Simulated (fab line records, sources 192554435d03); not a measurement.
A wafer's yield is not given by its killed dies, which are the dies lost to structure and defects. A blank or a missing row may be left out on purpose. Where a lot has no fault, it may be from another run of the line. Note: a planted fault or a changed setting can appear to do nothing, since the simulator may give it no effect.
Lot-split experiment -- flow n5_finfet -- route with 1938 steps; 7 lots, 21 wafers read

== SPLIT DETAILS ==
At N5_HKMG_FIN_ETCH_58 (etches SOC in N2/H2, target depth 215.8 nm, time 741 s), the setting source_w was moved away from the recipe's 875 W on 7 of the 21 wafers read, by -17.2% to +17.0%. For the rest of the wafers, this setting stayed at what the recipe calls for.

The reading is taken at the split's own step.

== THE READING ==
rf_vpp_V, in V, at N5_HKMG_FIN_ETCH_58 (etches SOC in N2/H2, target depth 215.8 nm, time 741 s). A value of 99.1 V with a standard deviation of 0.89 V is what fault-free wafers of this fab line usually give.

wafer,"tool, chamber at the split","source_w as run, W",against the recipe,"rf_vpp_V, V",against lot-mates on the recipe
L074.3,"rie_diel-03, 1",875,recipe,100.4,-
L074.5,"rie_diel-03, 1",779.1,-11.0%,103.7,+3.3
L074.6,"rie_diel-03, 0",779.1,-11.0%,102.9,+2.5
L077.1,"rie_diel-03, 3",875,recipe,100.3,-
L077.2,"rie_diel-03, 1",724.9,-17.2%,106.3,+7.0
L077.3,"rie_diel-03, 0",875,recipe,98.4,-
L078.1,"rie_diel-04, 3",875,recipe,98.7,-
L078.4,"rie_diel-04, 2",875,recipe,100.7,-
L078.5,"rie_diel-04, 2",875,recipe,98.9,-
L082.1,"rie_diel-03, 2",875,recipe,99.0,-
L082.2,"rie_diel-03, 1",875,recipe,98.9,-
L082.6,"rie_diel-03, 2",875,recipe,98.3,-
L084.2,"rie_diel-03, 3",875,recipe,99.6,-
L084.4,"rie_diel-03, 0",875,recipe,98.7,-
L084.5,"rie_diel-03, 3",875,recipe,100.3,-
L093.1,"rie_diel-05, 1",875,recipe,99.5,-
L093.4,"rie_diel-05, 3",1024,+17.0%,92.3,-7.2
L093.6,"rie_diel-05, 2",1024,+17.0%,93.5,-6.0
L094.2,"rie_diel-04, 0",947,+8.2%,96.8,-1.3
L094.4,"rie_diel-04, 1",875,recipe,98.1,-
L094.5,"rie_diel-04, 2",947,+8.2%,97.7,-0.4

FIT RESULTS
A straight line over all 21 wafers: rf_vpp_V changes by -0.368 V for each +1% of source_w; r = -0.96; the points scatter about the line by 0.84 V.
The same after taking each lot's own level away (the mean of its wafers on the recipe; 21 wafers): -0.338 V for each +1%; r = -0.94; scatter 0.99 V.
The reading moves by 5.8 V for the largest change in source_w, on that fit.
The lots' own levels span 98.10 to 100.40 V, that is 2.6 times the standard deviation above.
Hence the lot-to-lot level has little effect on the slope; both slopes agree.
Check: for one of the wafers moved furthest among these (-17.2%), held out of the fit, the line's prediction against its lot-mates is +5.42 V. It came out at +6.95 V against them.
Tool readings at the split's step, against how far the setting was moved: rf_vpp_V r = -0.96.

== THE OTHER SPLITS THESE WAFERS WENT THROUGH ==
Other splits were also applied to these wafers ahead of the reading. Each is held against what the fit with the lots' levels taken away leaves over:
other split on the same wafers,wafers away from the commonest value,r with rf_vpp_V (lot level and that fit taken away)
N5_WELL_APT_PEB_06 peb_time_s,8,-0.38
N5_WELL_APT_DESCUM_13 time_s,5,-0.28
N5_WELL_APT_PEB_23 peb_temp_c,9,-0.35
N5_FIN_SAQP_COAT_68 spin_rpm,5,-0.09
N5_STI_FIN_REVEAL_ETCHBACK_08 time_s,7,-0.06
N5_STI_FIN_REVEAL_OXIDATION_31 time_s,2,-0.27
N5_SD_EPI_N_ETCH_35 source_w,4,+0.19
N5_SDB_COAT_03 spin_rpm,7,+0.15

== THE FILE'S OWN FIT ==
rf_vpp_V changes by -0.352 V for each +1% of source_w, r = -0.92.
